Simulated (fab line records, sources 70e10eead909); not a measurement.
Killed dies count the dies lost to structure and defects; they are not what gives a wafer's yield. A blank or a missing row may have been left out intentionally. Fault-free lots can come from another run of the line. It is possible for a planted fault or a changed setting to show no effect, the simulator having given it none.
Which of the tools did it? / flow nand harc / 39 wafers from 13 lots sampled at 5 of the route's 1302 steps

WHAT EACH GAUGE READ, for each wafer
NHARC_END_SORT_01.
lot=L823; measured=day 30 21:44; on=prober-01; killed at array=165 179 159; killed at other=1 0 2; killed at periphery=2 3 1; killed dies=168 182 162; killed open=2 2 1; killed short=2 2 1
lot=L825; measured=day 30 20:07; on=prober-02; killed at array=171 185 174; killed at other=0 0 0; killed at periphery=4 2 2; killed dies=175 187 176; killed open=6 2 3; killed short=3 6 2

WHICH TOOL RAN EACH LOT (tool, then ch and the chambers of the sampled wafers, then the start)
lot=L810; NHARC_A_STAIRCASE_ETCH_15=rie diel-04 ch 0,1,3, day 15 18:56; NHARC_A_BONDPAD_DEGAS_25=pvd sputter-01, day 23 12:03; NHARC_THIN_TSV_DESCUM_14=rie diel-02 ch 0,3, day 24 02:10; NHARC_THIN_TSV_ETCH_15=rie si-04 ch 0,2,3, day 24 02:53
lot=L811; NHARC_A_STAIRCASE_ETCH_15=rie diel-04 ch 0,1, day 16 16:55; NHARC_A_BONDPAD_DEGAS_25=pvd sputter-02, day 24 10:18; NHARC_THIN_TSV_DESCUM_14=rie diel-13 ch 0,2,3, day 24 23:08; NHARC_THIN_TSV_ETCH_15=rie si-05 ch 0,3, day 24 23:47
lot=L813; NHARC_A_STAIRCASE_ETCH_15=rie diel-11 ch 0,3, day 17 13:28; NHARC_A_BONDPAD_DEGAS_25=pvd sputter-02, day 25 03:00; NHARC_THIN_TSV_DESCUM_14=rie diel-02 ch 0,1,2, day 25 17:13; NHARC_THIN_TSV_ETCH_15=rie si-05 ch 1,2, day 25 17:52
lot=L812; NHARC_A_STAIRCASE_ETCH_15=rie diel-04 ch 2,3, day 17 13:35; NHARC_A_BONDPAD_DEGAS_25=pvd sputter-03, day 24 18:53; NHARC_THIN_TSV_DESCUM_14=rie diel-02 ch 1,2,3, day 25 09:19; NHARC_THIN_TSV_ETCH_15=rie si-05 ch 0,1,3, day 25 10:00
lot=L814; NHARC_A_STAIRCASE_ETCH_15=rie diel-11 ch 1,2,3, day 18 07:48; NHARC_A_BONDPAD_DEGAS_25=pvd sputter-01, day 25 18:49; NHARC_THIN_TSV_DESCUM_14=rie diel-13 ch 0,1,3, day 26 09:02; NHARC_THIN_TSV_ETCH_15=rie si-04 ch 0,1,2, day 26 09:43
lot=L815; NHARC_A_STAIRCASE_ETCH_15=rie diel-03 ch 1,3, day 18 08:21; NHARC_A_BONDPAD_DEGAS_25=pvd sputter-02, day 25 15:50; NHARC_THIN_TSV_DESCUM_14=rie diel-01 ch 0,3, day 26 10:14; NHARC_THIN_TSV_ETCH_15=rie si-01 ch 0,2, day 26 10:54
lot=L816; NHARC_A_STAIRCASE_ETCH_15=rie diel-04 ch 0,1,3, day 18 16:23; NHARC_A_BONDPAD_DEGAS_25=pvd sputter-03, day 26 04:19; NHARC_THIN_TSV_DESCUM_14=rie diel-13 ch 0,1,3, day 26 20:50; NHARC_THIN_TSV_ETCH_15=rie si-01 ch 0,1,2, day 26 21:31
lot=L821; NHARC_A_STAIRCASE_ETCH_15=rie diel-03 ch 2,3, day 20 01:34; NHARC_A_BONDPAD_DEGAS_25=pvd sputter-03, day 27 12:16; NHARC_THIN_TSV_DESCUM_14=rie diel-13 ch 0,1, day 28 03:42; NHARC_THIN_TSV_ETCH_15=rie si-01 ch 1,2, day 28 04:22
lot=L823; NHARC_A_STAIRCASE_ETCH_15=rie diel-04 ch 1,2, day 21 15:23; NHARC_A_BONDPAD_DEGAS_25=pvd sputter-01, day 29 14:27; NHARC_THIN_TSV_DESCUM_14=rie diel-02 ch 1,3, day 30 05:41; NHARC_THIN_TSV_ETCH_15=rie si-01 ch 0,2, day 30 06:49
lot=L825; NHARC_A_STAIRCASE_ETCH_15=rie diel-04 ch 0,1,3, day 22 04:53; NHARC_A_BONDPAD_DEGAS_25=pvd sputter-03, day 29 16:19; NHARC_THIN_TSV_DESCUM_14=rie diel-01 ch 0,2,3, day 30 04:37; NHARC_THIN_TSV_ETCH_15=rie si-05 ch 0,1,2, day 30 05:17
lot=L828; NHARC_A_STAIRCASE_ETCH_15=rie diel-03 ch 1,2, day 23 15:10; NHARC_A_BONDPAD_DEGAS_25=pvd sputter-02, day 30 19:04; NHARC_THIN_TSV_DESCUM_14=rie diel-13 ch 0,3, day 31 08:59; NHARC_THIN_TSV_ETCH_15=rie si-05 ch 2,3, day 31 10:07
lot=L831; NHARC_A_STAIRCASE_ETCH_15=rie diel-04 ch 0,1,3, day 24 19:52; NHARC_A_BONDPAD_DEGAS_25=pvd sputter-03, day 32 02:34; NHARC_THIN_TSV_DESCUM_14=rie diel-02 ch 0,1,3, day 32 16:52; NHARC_THIN_TSV_ETCH_15=rie si-04 ch 1,2,3, day 32 17:32
lot=L832; NHARC_A_STAIRCASE_ETCH_15=rie diel-04 ch 1,2, day 25 07:14; NHARC_A_BONDPAD_DEGAS_25=pvd sputter-03, day 33 11:26; NHARC_THIN_TSV_DESCUM_14=rie diel-13 ch 0,1,3, day 34 03:08; NHARC_THIN_TSV_ETCH_15=rie si-04 ch 1,2, day 34 03:47
- NHARC_A_STAIRCASE_ETCH_15: etches the open film in C4F8/O2, target depth 100 nm, time 40.5 s.
- NHARC_A_BONDPAD_DEGAS_25: time 60 s.
- NHARC_THIN_TSV_DESCUM_14: chemistry O2, time 3 s.
- NHARC_THIN_TSV_ETCH_15: target depth 3000 nm, bosch target overetch cycles 2, bosch etch step 2.8 s.

AS READ BY THE TOOLS THEMSELVES (means over the sampled wafers that have a number; for cases with no such wafer, the mark the record gives instead)
NHARC_A_STAIRCASE_ETCH_15.
lot=L810; tool=rie diel-04; oes product au (a.u.)=0.939; rf vpp V (V)=893
lot=L811; tool=rie diel-04; oes product au (a.u.)=0.934; rf vpp V (V)=905
lot=L813; tool=rie diel-11; oes product au (a.u.)=0.938; rf vpp V (V)=896
lot=L812; tool=rie diel-04; oes product au (a.u.)=0.945; rf vpp V (V)=891
lot=L814; tool=rie diel-11; oes product au (a.u.)=0.934; rf vpp V (V)=894
lot=L815; tool=rie diel-03; oes product au (a.u.)=0.937; rf vpp V (V)=897
lot=L816; tool=rie diel-04; oes product au (a.u.)=0.940; rf vpp V (V)=898
lot=L821; tool=rie diel-03; oes product au (a.u.)=0.926; rf vpp V (V)=895
lot=L823; tool=rie diel-04; oes product au (a.u.)=0.930; rf vpp V (V)=900
lot=L825; tool=rie diel-04; oes product au (a.u.)=0.952; rf vpp V (V)=899
lot=L828; tool=rie diel-03; oes product au (a.u.)=0.947; rf vpp V (V)=900
lot=L831; tool=rie diel-04; oes product au (a.u.)=0.927; rf vpp V (V)=906
lot=L832; tool=rie diel-04; oes product au (a.u.)=0.935; rf vpp V (V)=901

NHARC_A_BONDPAD_DEGAS_25.
lot=L810; tool=pvd sputter-01; heater power w (W)=439
lot=L811; tool=pvd sputter-02; heater power w (W)=496
lot=L813; tool=pvd sputter-02; heater power w (W)=514
lot=L812; tool=pvd sputter-03; heater power w (W)=539
lot=L814; tool=pvd sputter-01; heater power w (W)=469
lot=L815; tool=pvd sputter-02; heater power w (W)=444
lot=L816; tool=pvd sputter-03; heater power w (W)=531
lot=L821; tool=pvd sputter-03; heater power w (W)=541
lot=L823; tool=pvd sputter-01; heater power w (W)=461
lot=L825; tool=pvd sputter-03; heater power w (W)=486
lot=L828; tool=pvd sputter-02; heater power w (W)=444
lot=L831; tool=pvd sputter-03; heater power w (W)=497
lot=L832; tool=pvd sputter-03; heater power w (W)=484

NHARC_THIN_TSV_DESCUM_14.
lot=L810; tool=rie diel-02; drypump motor current A (A)=6.1; oes product au (a.u.)=1.007; rf vpp V (V)=58.4; showerhead plenum p Torr (Torr)=1.86; throttle valve pct (%)=11.311
lot=L811; tool=rie diel-13; drypump motor current A (A)=5.8; oes product au (a.u.)=0.991; rf vpp V (V)=57.1; showerhead plenum p Torr (Torr)=1.92; throttle valve pct (%)=11.304
lot=L813; tool=rie diel-02; drypump motor current A (A)=6.0; oes product au (a.u.)=1.009; rf vpp V (V)=57.2; showerhead plenum p Torr (Torr)=1.83; throttle valve pct (%)=11.308
lot=L812; tool=rie diel-02; drypump motor current A (A)=5.7; oes product au (a.u.)=1.013; rf vpp V (V)=57.4; showerhead plenum p Torr (Torr)=1.86; throttle valve pct (%)=11.310
lot=L814; tool=rie diel-13; drypump motor current A (A)=5.8; oes product au (a.u.)=0.989; rf vpp V (V)=58.8; showerhead plenum p Torr (Torr)=1.94; throttle valve pct (%)=11.320
lot=L815; tool=rie diel-01; drypump motor current A (A)=6.0; oes product au (a.u.)=1.013; rf vpp V (V)=57.4; showerhead plenum p Torr (Torr)=1.82; throttle valve pct (%)=11.313
lot=L816; tool=rie diel-13; drypump motor current A (A)=5.8; oes product au (a.u.)=0.990; rf vpp V (V)=58.0; showerhead plenum p Torr (Torr)=1.94; throttle valve pct (%)=11.300
lot=L821; tool=rie diel-13; drypump motor current A (A)=5.9; oes product au (a.u.)=0.995; rf vpp V (V)=57.2; showerhead plenum p Torr (Torr)=1.90; throttle valve pct (%)=11.310
lot=L823; tool=rie diel-02; drypump motor current A (A)=5.6; oes product au (a.u.)=1.009; rf vpp V (V)=57.4; showerhead plenum p Torr (Torr)=1.87; throttle valve pct (%)=11.305
lot=L825; tool=rie diel-01; drypump motor current A (A)=5.8; oes product au (a.u.)=0.999; rf vpp V (V)=57.5; showerhead plenum p Torr (Torr)=1.88; throttle valve pct (%)=11.309
lot=L828; tool=rie diel-13; drypump motor current A (A)=5.9; oes product au (a.u.)=0.998; rf vpp V (V)=57.4; showerhead plenum p Torr (Torr)=1.97; throttle valve pct (%)=11.304
lot=L831; tool=rie diel-02; drypump motor current A (A)=6.0; oes product au (a.u.)=1.001; rf vpp V (V)=58.0; showerhead plenum p Torr (Torr)=1.84; throttle valve pct (%)=11.313
lot=L832; tool=rie diel-13; drypump motor current A (A)=5.8; oes product au (a.u.)=0.992; rf vpp V (V)=58.1; showerhead plenum p Torr (Torr)=1.94; throttle valve pct (%)=11.313

NHARC_THIN_TSV_ETCH_15.
lot=L810; tool=rie si-04; drypump motor current A (A)=5.5; he backside leak sccm (sccm)=2.56
lot=L811; tool=rie si-05; drypump motor current A (A)=5.5; he backside leak sccm (sccm)=2.69
lot=L813; tool=rie si-05; drypump motor current A (A)=6.1; he backside leak sccm (sccm)=2.52
lot=L812; tool=rie si-05; drypump motor current A (A)=5.7; he backside leak sccm (sccm)=2.68
lot=L814; tool=rie si-04; drypump motor current A (A)=5.9; he backside leak sccm (sccm)=2.53
lot=L815; tool=rie si-01; drypump motor current A (A)=5.5; he backside leak sccm (sccm)=2.83
lot=L816; tool=rie si-01; drypump motor current A (A)=5.6; he backside leak sccm (sccm)=2.64
lot=L821; tool=rie si-01; drypump motor current A (A)=5.5; he backside leak sccm (sccm)=2.62
lot=L823; tool=rie si-01; drypump motor current A (A)=5.5; he backside leak sccm (sccm)=2.75
lot=L825; tool=rie si-05; drypump motor current A (A)=5.9; he backside leak sccm (sccm)=2.67
lot=L828; tool=rie si-05; drypump motor current A (A)=5.8; he backside leak sccm (sccm)=2.39
lot=L831; tool=rie si-04; drypump motor current A (A)=5.7; he backside leak sccm (sccm)=2.60
lot=L832; tool=rie si-04; drypump motor current A (A)=6.2; he backside leak sccm (sccm)=2.65

THE ANSWER, worked out from the rows above alone
Rule: usual is defined by the lots themselves. Put in order of their means at a reading, lots are off if they are a third of the lots or fewer, leave a main group of 4 or more, and stand apart from it by a gap of 3 or more times the standard deviation of the main group's means; of several such gaps the widest counts. A main group is skipped when, at the precision printed for the reading in the tables above, its means are all equal. A lot without any number at a reading at which 4 lots or more have one is off too. Where the step has rows for the other lots, those lots are counted as sound. The gauges are gone through in route order, then the tools' own readings, and for those a lot's mean is taken as printed above. The first step at which some lot is off is used, and at that step the reading that is off furthest; a lot without a number counts as furthest.
None of the lots is off at any reading shown; this tells nothing.

WHAT THE SIMULATOR PUT IN
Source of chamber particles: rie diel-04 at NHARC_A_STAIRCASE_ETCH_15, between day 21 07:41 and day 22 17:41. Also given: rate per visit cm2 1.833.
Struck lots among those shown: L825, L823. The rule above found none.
